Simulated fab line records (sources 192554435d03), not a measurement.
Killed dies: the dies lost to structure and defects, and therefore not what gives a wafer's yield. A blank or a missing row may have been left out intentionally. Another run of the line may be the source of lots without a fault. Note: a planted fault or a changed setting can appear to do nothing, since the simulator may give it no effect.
fab line records	flow n5-finfet
record lots=9	wafers=27	last-day=17
route steps=1938 shown BEOL_M4@1111 BEOL_M5@1177 BEOL_M6@1194 PASSIVATION@1936
lots with no fault: from the same line, run without faults
start-h: the number of hours between the record's first day and the start of the first shown wafer of the lot	wait-h: how many hours have passed since the lot's step before this one	" repeats the value in the row above	L1.1+2: a row that stands for several wafers	- no value, or no start given	* or withheld: withheld	< > ~ a bound
route shown NAME@n: names a module that has steps shown in the file, with the first one's number in the route	usual: mean/standard deviation taken from wafers without a fault	same: alike in all rows	chamber/n: place in a boat	sites: readings site by site	_std_site: standard deviation across them	_edge_site: the outer-site mean with the inner-site mean subtracted	radius-mm: how far each site lies from the wafer's centre	mask NAME#n: copy n	behind: the last tool/chamber to shape the wafer	hold: why the lot was held/for how many hours/how that ended	device: whichever transistor did not switch (one of n, p or np)	end of line: the same wafers' tests at the end of the route	for a step that has no rows: nothing shown but its recipe	killed: dies lost to structure and defects at the first sort, not the wafer's yield	map: the dies of a wafer, with x for killed, . for not killed, _ for no die there
set.NAME: the run value of the setting; set.NAME@STEP: its run value at that earlier step	model.NAME: the simulator's own value behind a step, which no gauge read
steps of the route over a sample of lots; a table a step, a row a wafer
services: a tool's chamber out of use, with start hour (start-h, from the record's first day; less than 0 if before it), hours out, and reason
## steps
# step N5_BEOL_M4_RC_MEAS_101
# usual DIBL_N=37.3/2.3	DIBL_P=37.4/2.9	IOFF_N=0.18/0.045	IOFF_P=0.25/0.054	ION_N=679/15	ION_P=468/9.7	SS_N=71.8/0.62	SS_P=73.6/0.76	VT_N=248/4.1	VT_P=-248/3.6
lot.wafer	tool	chamber	start-h	wait-h	DIBL_N[mV/V]	DIBL_P[mV/V]	IOFF_N[nA/um]	IOFF_P[nA/um]	ION_N[uA/um]	ION_P[uA/um]	SS_N[mV/dec]	SS_P[mV/dec]	VT_N[mV]	VT_P[mV]
L723.1	prober-01	0	190.00	0.5	36.8	36.0	0.17	0.23	683	464	71.3	73.0	251	-249
L723.5	"	0	"	"	38.7	38.6	0.21	0.28	687	473	72.1	74.0	247	-245
L723.6	"	0	"	"	37.2	37.3	0.18	0.26	692	480	71.9	74.4	248	-245
L724.1	prober-02	0	195.36	0.0	39.0	39.4	0.20	0.25	681	464	71.6	74.0	247	-249
L724.4	"	0	"	"	40.6	43.2	0.26	0.31	693	473	72.8	74.9	243	-248
L724.5	"	0	"	"	37.3	38.2	0.17	0.22	698	469	72.0	73.0	248	-251
L725.3	prober-02	0	214.31	0.3	34.8	33.3	0.13	0.20	670	466	70.5	74.2	250	-251
L725.4	"	0	"	"	36.0	36.1	0.16	0.25	673	460	71.8	74.5	247	-249
L725.5	"	0	"	"	33.0	31.3	0.11	0.18	672	465	70.0	73.2	253	-251
L729.2	prober-01	0	235.89	0.2	36.9	38.9	0.18	0.25	673	462	72.5	73.3	247	-249
L729.3	"	0	"	"	32.6	32.7	0.11	0.16	675	461	70.8	72.4	258	-254
L729.5	"	0	"	"	36.2	38.4	0.19	0.25	692	472	72.3	73.1	246	-246
L733.4	prober-01	0	242.36	0.5	38.6	39.5	0.19	0.26	668	457	72.1	74.2	248	-251
L733.5	"	0	"	"	37.7	38.2	0.17	0.25	683	469	72.4	73.5	248	-251
L733.6	"	0	"	"	35.2	35.6	0.12	0.21	647	448	72.0	74.0	253	-252
L731.2	prober-02	0	242.59	0.2	39.9	41.3	0.23	0.32	704	487	72.3	74.4	243	-244
L731.3	"	0	"	"	41.4	42.9	0.26	0.39	688	475	72.9	74.6	241	-241
L731.6	"	0	"	"	40.8	42.1	0.24	0.35	692	484	71.7	74.7	241	-241
L738.2	prober-02	0	274.66	0.2	39.6	38.4	0.19	0.25	683	464	71.9	74.1	248	-251
L738.4	"	0	"	"	41.1	40.5	0.23	0.32	682	467	73.4	74.8	246	-244
L738.5	"	0	"	"	36.8	33.9	0.14	0.17	653	449	71.7	72.3	255	-253
L741.2	prober-01	0	300.67	0.2	38.2	37.6	0.17	0.22	663	455	72.4	73.6	254	-252
L741.4	"	0	"	"	38.9	41.0	0.22	0.31	688	470	72.6	74.6	244	-246
L741.5	"	0	"	"	34.8	34.9	0.12	0.19	654	460	71.5	73.9	257	-251
L742.3	prober-02	0	301.76	0.3	38.2	36.8	0.19	0.30	680	476	71.5	73.7	246	-242
L742.4	"	0	"	"	37.2	36.0	0.18	0.26	681	468	71.3	73.0	246	-246
L742.5	"	0	"	"	34.7	33.0	0.13	0.21	675	472	71.0	72.6	251	-248
# step N5_BEOL_M5_SPUTTER_81
# recipe material=Cu	target-thk-a=150	temp-c=-20	chamber-pressure-pa=0.07	power-w=withheld	time-s=27.62
# usual chuck-gas-flow-sccm=1.27/0.052	substrate-temp-c=-20.00/0.11	throttle-valve-pct=29.7/1
lot.wafer	tool	chamber	start-h	wait-h	chuck-gas-flow-sccm	substrate-temp-c	throttle-valve-pct
L723.1	pvd-sputter-02	-	199.35	0.5	1.27	-20.12	30.0
L723.5	"	-	"	"	1.32	-20.06	29.9
L723.6	"	-	"	"	1.24	-20.13	28.9
L724.1	pvd-sputter-01	-	206.11	0.5	1.35	-19.88	30.1
L724.4	"	-	"	"	1.35	-20.04	28.1
L724.5	"	-	"	"	1.28	-19.92	30.2
L725.3	pvd-sputter-02	-	221.83	0.5	1.30	-19.93	30.5
L725.4	"	-	"	"	1.28	-19.92	29.9
L725.5	"	-	"	"	1.25	-20.02	29.3
L729.2	pvd-sputter-02	-	245.71	0.5	1.22	-19.97	30.1
L729.3	"	-	"	"	1.22	-20.13	30.9
L729.5	"	-	"	"	1.29	-20.14	30.7
L733.4	pvd-sputter-01	-	249.48	0.5	1.31	-20.05	31.7
L733.5	"	-	"	"	1.24	-19.89	30.4
L733.6	"	-	"	"	1.26	-20.24	30.7
L731.2	pvd-sputter-03	-	250.02	0.5	1.18	-20.12	29.3
L731.3	"	-	"	"	1.25	-20.01	30.1
L731.6	"	-	"	"	1.28	-20.07	29.0
L738.2	pvd-sputter-01	-	285.31	0.5	1.39	-19.93	28.0
L738.4	"	-	"	"	1.32	-19.97	30.4
L738.5	"	-	"	"	1.28	-20.03	28.2
L742.3	pvd-sputter-02	-	310.70	0.5	1.38	-19.93	29.9
L742.4	"	-	"	"	1.36	-19.95	30.6
L742.5	"	-	"	"	1.22	-19.96	29.2
L741.2	pvd-sputter-03	-	310.74	0.5	1.31	-19.91	29.5
L741.4	"	-	"	"	1.29	-20.06	29.0
L741.5	"	-	"	"	1.24	-19.93	29.4
# step N5_BEOL_M5_ANNEAL_82
# recipe temp-c=400	time-s=1800	ambient=vacuum
# usual heater-power-w=812/81
lot.wafer	tool	chamber	start-h	wait-h	heater-power-w
L723.1	pvd-sputter-02	-	199.43	0.0	637
L723.5	"	-	"	"	625
L723.6	"	-	"	"	837
L724.1	pvd-sputter-01	-	206.19	0.0	839
L724.4	"	-	"	"	875
L724.5	"	-	"	"	866
L725.3	pvd-sputter-02	-	221.91	0.0	730
L725.4	"	-	"	"	890
L725.5	"	-	"	"	847
L729.2	pvd-sputter-02	-	245.79	0.0	889
L729.3	"	-	"	"	733
L729.5	"	-	"	"	742
L733.4	pvd-sputter-01	-	249.56	0.0	860
L733.5	"	-	"	"	863
L733.6	"	-	"	"	870
L731.2	pvd-sputter-03	-	250.10	0.0	906
L731.3	"	-	"	"	820
L731.6	"	-	"	"	884
L738.2	pvd-sputter-01	-	285.39	0.0	880
L738.4	"	-	"	"	851
L738.5	"	-	"	"	870
L742.3	pvd-sputter-02	-	310.78	0.0	896
L742.4	"	-	"	"	730
L742.5	"	-	"	"	858
L741.2	pvd-sputter-03	-	310.82	0.0	788
L741.4	"	-	"	"	914
L741.5	"	-	"	"	782
# step N5_BEOL_M5_SPUTTER_90
# recipe material=Cu	target-thk-a=45	temp-c=-20	chamber-pressure-pa=0.07	power-w=withheld	time-s=8.29
# usual chuck-gas-flow-sccm=1.26/0.048	substrate-temp-c=-19.99/0.1	throttle-valve-pct=29.7/1.1
lot.wafer	tool	chamber	start-h	wait-h	chuck-gas-flow-sccm	substrate-temp-c	throttle-valve-pct
L723.1	pvd-sputter-02	-	202.61	0.5	1.25	-19.94	30.1
L723.5	"	-	"	"	1.34	-19.92	30.1
L723.6	"	-	"	"	1.28	-19.90	29.0
L724.1	pvd-sputter-01	-	209.37	0.5	1.29	-20.05	30.2
L724.4	"	-	"	"	1.33	-20.00	28.3
L724.5	"	-	"	"	1.25	-20.10	30.1
L725.3	pvd-sputter-02	-	225.09	0.5	1.27	-19.81	30.7
L725.4	"	-	"	"	1.22	-19.97	30.0
L725.5	"	-	"	"	1.40	-19.87	29.6
L729.2	pvd-sputter-02	-	248.97	0.5	1.29	-19.99	29.9
L729.3	"	-	"	"	1.25	-19.83	30.6
L729.5	"	-	"	"	1.29	-20.03	30.4
L733.4	pvd-sputter-01	-	252.74	0.5	1.30	-19.99	31.9
L733.5	"	-	"	"	1.20	-20.00	30.2
L733.6	"	-	"	"	1.26	-20.00	30.6
L731.2	pvd-sputter-03	-	253.28	0.5	1.30	-19.87	29.1
L731.3	"	-	"	"	1.26	-19.98	30.0
L731.6	"	-	"	"	1.20	-19.77	29.3
L738.2	pvd-sputter-01	-	288.57	0.5	1.32	-19.96	28.0
L738.4	"	-	"	"	1.19	-19.88	30.1
L738.5	"	-	"	"	1.24	-19.98	28.2
L742.3	pvd-sputter-02	-	313.96	0.5	1.26	-19.94	30.0
L742.4	"	-	"	"	1.25	-20.01	30.5
L742.5	"	-	"	"	1.26	-20.13	29.3
L741.2	pvd-sputter-03	-	314.00	0.5	1.31	-20.02	29.4
L741.4	"	-	"	"	1.20	-19.88	29.3
L741.5	"	-	"	"	1.18	-20.05	29.5
# step N5_BEOL_M6_ILD_DEP_00
# recipe material=SiCOH_lowk	target-thk-a=1797.5	temp-c=300	precursor=DEMS/porogen	pressure-torr=5	rf-w=500	time-s=33.4
# usual heater-power-w=281/41	showerhead-plenum-p-Torr=5.742/0.024	throttle-valve-pct=13.9/1.2
lot.wafer	tool	chamber	start-h	wait-h	heater-power-w	showerhead-plenum-p-Torr	since-wet-clean-h	throttle-valve-pct
L723.1	pecvd-02	2	203.75	0.0	303	5.718	154	12.9
L723.5	"	2	"	"	308	5.693	-	13.2
L723.6	"	0	"	"	288	5.733	-	13.1
L724.1	pecvd-03	1	210.49	0.0	289	5.710	529	12.7
L724.4	"	1	"	"	296	5.725	-	12.5
L724.5	"	1	"	"	306	5.714	-	12.8
L725.3	pecvd-01	1	226.29	0.1	352	5.742	-	14.9
L725.4	"	0	"	"	301	5.771	-	13.5
L725.5	"	0	"	"	303	5.782	-	13.3
L729.2	pecvd-02	0	250.36	0.0	292	5.748	954	13.0
L729.3	"	1	"	"	212	5.777	1679	15.6
L729.5	"	2	"	"	307	5.727	-	12.9
L733.4	pecvd-02	0	254.15	0.1	278	5.727	-	13.0
L733.5	"	1	"	"	249	5.769	-	15.7
L733.6	"	2	"	"	312	5.715	-	13.3
L731.2	pecvd-02	2	254.67	0.0	288	5.728	205	13.0
L731.3	"	0	"	"	254	5.735	959	13.0
L731.6	"	2	"	"	287	5.711	-	12.7
L738.2	pecvd-01	1	289.75	0.0	321	5.746	1537	15.1
L738.4	"	1	"	"	313	5.745	-	14.9
L738.5	"	0	"	"	278	5.760	-	13.6
L742.3	pecvd-01	2	315.13	0.0	264	5.689	84	12.7
L742.4	"	1	"	"	333	5.766	-	15.2
L742.5	"	0	"	"	326	5.763	-	13.7
L741.2	pecvd-03	1	315.30	0.0	288	5.706	634	12.7
L741.4	"	2	"	"	253	5.717	-	13.1
L741.5	"	2	"	"	254	5.739	-	12.6
# step N5_BEOL_M6_THK_MEAS_01
# recipe reads=SiCOH_lowk_of_BEOL_M6_ILD_DEP_00
# usual M6_ILD_THK=155.8/2.4
lot.wafer	tool	chamber	start-h	wait-h	M6_ILD_THK[nm]
L723.1	film-metro-02	-	204.33	0.4	152.7
L723.5	"	-	"	"	154.5
L723.6	"	-	"	"	156.0
L724.1	film-metro-01	-	211.09	0.4	156.6
L724.4	"	-	"	"	157.7
L724.5	"	-	"	"	160.5
L725.3	film-metro-01	-	226.87	0.3	154.6
L725.4	"	-	"	"	157.3
L725.5	"	-	"	"	157.6
L729.2	film-metro-01	-	250.93	0.4	157.9
L729.3	"	-	"	"	155.2
L729.5	"	-	"	"	158.4
L733.4	film-metro-02	-	254.71	0.2	264.1
L733.5	"	-	"	"	264.1
L733.6	"	-	"	"	263.4
L731.2	film-metro-01	-	255.25	0.4	261.0
L731.3	"	-	"	"	261.1
L731.6	"	-	"	"	264.7
L738.2	film-metro-01	-	290.37	0.4	154.1
L738.4	"	-	"	"	158.8
L738.5	"	-	"	"	158.6
L742.3	film-metro-02	-	316.19	0.5	150.3
L742.4	"	-	"	"	153.2
L742.5	"	-	"	"	152.5
L741.2	film-metro-01	-	316.38	0.7	158.1
L741.4	"	-	"	"	158.9
L741.5	"	-	"	"	158.8
# step N5_PASSIVATION_PROBE_49
# usual defect-limited-yield=91.3/1.5	killed_at_M0_to_M3=35/8.7	killed_at_M4_up=14/5.5	killed-at-contacts=11/5.6	killed-at-front-end=39/13	killed-at-other=3.7/2.2	killed-dies=103/18	killed-on-rim=14/4.4	killed-open=69/14	killed-short=33/7.8	sort_bin_4_leakage=0.02/0.15	sort_bin_5_function=5.1/0.99	sort_bin_6_memory=3.3/0.67	sort_bin_8_speed=0.02/0.17	sort-n-pass=1077/18	sort-yield-pct=91.2/1.5
# same gross-dies=1180	killed-at-back-side=0
lot.wafer	tool	chamber	start-h	wait-h	defect-limited-yield[%]	killed_at_M0_to_M3	killed_at_M4_up	killed-at-contacts	killed-at-front-end	killed-at-other	killed-dies	killed-on-rim	killed-open	killed-short	sort_bin_4_leakage[%]	sort_bin_5_function[%]	sort_bin_6_memory[%]	sort_bin_8_speed[%]	sort-n-pass	sort-yield-pct[%]
L733.4	prober-02	-	350.93	0.2	0	39	1085	5	49	2	1180	152	67	39	0	96.7	3.1	0	0	0
L733.5	prober-02	-	350.98	0.2	0	33	1090	13	42	2	1180	152	67	27	0	97.1	2.4	0	0	0
L733.6	prober-02	-	351.03	0.3	0	44	1064	13	57	2	1180	152	86	35	0	96.0	3.6	0	0	0
L731.2	prober-02	-	356.11	0.1	0	29	1075	18	56	2	1180	152	106	27	0	94.9	4.8	0	0	0
L731.3	prober-02	-	356.16	0.1	0	44	1082	7	43	4	1180	152	80	43	0	96.2	3.3	0	0	0
L731.6	prober-02	-	356.31	0.3	0	34	1082	13	47	4	1180	152	88	34	0	95.7	3.8	0	0	0
# killed by level:class
L733.4 BEOL_M6:area-etch=1074 FIN_SAQP:geometric-particle:short=12 STI_FIN_REVEAL:geometric-particle:open=12 BEOL_M3:geometric-particle:open=9 FIN_SAQP:geometric-particle:open=8 BEOL_M0_SAQP:geometric-particle:short=8 BEOL_M0_SAQP:geometric-particle:open=8 BEOL_M2:geometric-particle:open=6
L733.5 BEOL_M6:area-etch=1085 FIN_SAQP:geometric-particle:open=10 STI_FIN_REVEAL:geometric-particle:open=10 MOL_CONTACT_COAG:geometric-particle:open=10 BEOL_M0_SAQP:geometric-particle:short=9 BEOL_M0_SAQP:geometric-particle:open=6 STI_FIN_REVEAL:geometric-particle:short=5 BEOL_M1:geometric-particle:open=5
L733.6 BEOL_M6:area-etch=1058 STI_FIN_REVEAL:geometric-particle:open=21 BEOL_M2:geometric-particle:open=16 MOL_CONTACT_COAG:geometric-particle:open=12 BEOL_M0_SAQP:geometric-particle:short=11 DUMMY_GATE:geometric-particle:open=7 ILD0:geometric-particle:open=6 BEOL_M0_SAQP:geometric-particle:open=6
L731.2 BEOL_M6:area-etch=1047 STI_FIN_REVEAL:geometric-particle:open=22 MOL_CONTACT_COAG:geometric-particle:open=16 BEOL_M4:geometric-particle:open=15 FIN_SAQP:geometric-particle:open=10 BEOL_M2:geometric-particle:open=10 BEOL_M3:geometric-particle:open=8 BEOL_M4:geometric-particle:short=7
L731.3 BEOL_M6:area-etch=1057 STI_FIN_REVEAL:geometric-particle:open=13 BEOL_M4:geometric-particle:open=12 BEOL_M1:geometric-particle:open=10 BEOL_M3:geometric-particle:open=10 BEOL_M0_SAQP:geometric-particle:short=8 FIN_SAQP:geometric-particle:open=7 BEOL_M0_SAQP:geometric-particle:open=7
L731.6 BEOL_M6:area-etch=1058 STI_FIN_REVEAL:geometric-particle:open=17 FIN_SAQP:geometric-particle:open=12 BEOL_M0_SAQP:geometric-particle:open=12 MOL_CONTACT_COAG:geometric-particle:open=11 BEOL_M4:geometric-particle:open=11 FIN_SAQP:geometric-particle:short=8 BEOL_M0_SAQP:geometric-particle:short=7
## services
tool	chamber	start-h	hours	kind
pecvd-03	-	182.50	5.7	repair
pecvd-01	0	193.17	7.0	repair
pecvd-01	2	202.38	-	clean
pecvd-01	2	202.38	-	consumable-replace:showerhead
pecvd-01	2	202.38	29.0	scheduled-down
pecvd-01	2	202.38	29.0	vent-cycle
pecvd-03	2	209.27	11.5	repair
pecvd-03	1	212.26	4.4	repair
pecvd-03	1	244.59	14.5	repair
pecvd-01	-	270.76	0.9	repair
pvd-sputter-03	-	277.53	2.1	repair
pecvd-02	1	292.93	5.5	scheduled-down
pecvd-03	0	305.82	12.4	repair
## key
first-sign step=N5_BEOL_M6_THK_MEAS_01	reading=M6_ILD_THK	direction=up	sigmas=45	usual=155.8	struck=263.1
effect step=N5_PASSIVATION_PROBE_49	reading=killed_at_M4_up	direction=up	sigmas=99+	usual=14	struck=1080
more-kills-born-at N5_BEOL_M6_ETCH_41@rie-diel-06=6379
met-at N5_BEOL_M6_ILD_DEP_00
struck-lots L731,L733
later-rows-left-out L731.2,L731.3,L731.6,L733.4,L733.5,L733.6
not-acting-at N5_BEOL_M5_SPUTTER_81,N5_BEOL_M5_ANNEAL_82,N5_BEOL_M5_SPUTTER_90
onset-between 250.36 254.15
fault kind=process-parameter-drift	tool=pecvd-02	chamber=-	onset-h=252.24	steps=N5_BEOL_M6_ILD_DEP_00	channel=time-s	offset=*	shape=step	acts-in=*	stated=*
# later-rows-left-out: the simulator's readings of these wafers behind a module that went badly wrong aren't trusted and aren't shown, but for the sort
